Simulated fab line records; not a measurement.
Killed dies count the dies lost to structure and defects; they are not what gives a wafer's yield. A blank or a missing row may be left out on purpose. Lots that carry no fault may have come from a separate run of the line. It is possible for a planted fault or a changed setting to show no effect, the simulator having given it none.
Chamber matching :: flow n5-finfet :: 4 sister chambers for N5_FIN_CUT_ETCH_30 on rie-diel-05
The step etches underlayer in N2/H2, target depth 13 nm, time 10.4 s. 7 wafers are shown with their chamber, then 7 later ones without.

WAFERS PAIRED WITH THEIR CHAMBERS
wafer: L080.4
chamber: 3
showerhead-plenum-p-Torr (Torr): 2.43
throttle-valve-pct (%): 17.69

wafer: L081.6
chamber: 3
showerhead-plenum-p-Torr (Torr): 2.43
throttle-valve-pct (%): 17.68

wafer: L086.1
chamber: 2
showerhead-plenum-p-Torr (Torr): 2.44
throttle-valve-pct (%): 17.98

wafer: L086.2
chamber: 0
showerhead-plenum-p-Torr (Torr): 2.64
throttle-valve-pct (%): 18.64

wafer: L086.3
chamber: 1
showerhead-plenum-p-Torr (Torr): 2.60
throttle-valve-pct (%): 18.14

wafer: L092.2
chamber: 1
showerhead-plenum-p-Torr (Torr): 2.59
throttle-valve-pct (%): 18.15

wafer: L092.4
chamber: 2
showerhead-plenum-p-Torr (Torr): 2.43
throttle-valve-pct (%): 18.02

WAFERS WITH NO CHAMBER GIVEN
wafer: L092.5
showerhead-plenum-p-Torr (Torr): 2.59
throttle-valve-pct (%): 18.16

wafer: L095.1
showerhead-plenum-p-Torr (Torr): 2.42
throttle-valve-pct (%): 17.73

wafer: L095.3
showerhead-plenum-p-Torr (Torr): 2.59
throttle-valve-pct (%): 18.18

wafer: L095.6
showerhead-plenum-p-Torr (Torr): 2.42
throttle-valve-pct (%): 17.74

wafer: L097.1
showerhead-plenum-p-Torr (Torr): 2.63
throttle-valve-pct (%): 18.67

wafer: L097.3
showerhead-plenum-p-Torr (Torr): 2.43
throttle-valve-pct (%): 18.03

wafer: L097.6
showerhead-plenum-p-Torr (Torr): 2.63
throttle-valve-pct (%): 18.68

EACH ONE'S CHAMBER
wafer: L092.5
from the rows above: 1
in truth: 1

wafer: L095.1
from the rows above: 3
in truth: 3

wafer: L095.3
from the rows above: 1
in truth: 1

wafer: L095.6
from the rows above: 3
in truth: 3

wafer: L097.1
from the rows above: 0
in truth: 0

wafer: L097.3
from the rows above: 2
in truth: 2

wafer: L097.6
from the rows above: 0
in truth: 0
Correct placement for 7 of the 7. From these rows, 0 cannot be placed. Wrongly placed: 0.
How it was worked out, from the rows above alone: a wafer's distance from a chamber is the root of the sum, over the readings, of the square of ((its reading less the chamber's mean) divided by the reading's scatter). The wafer belongs to the nearest chamber; if the next one is less than 2 further off, it can't be placed. Each chamber's mean is taken over the wafers shown for it. The scatter is the square root of a quotient: the sum, over the shown wafers, of each reading's squared deviation from its chamber's mean, divided by wafers minus chambers.
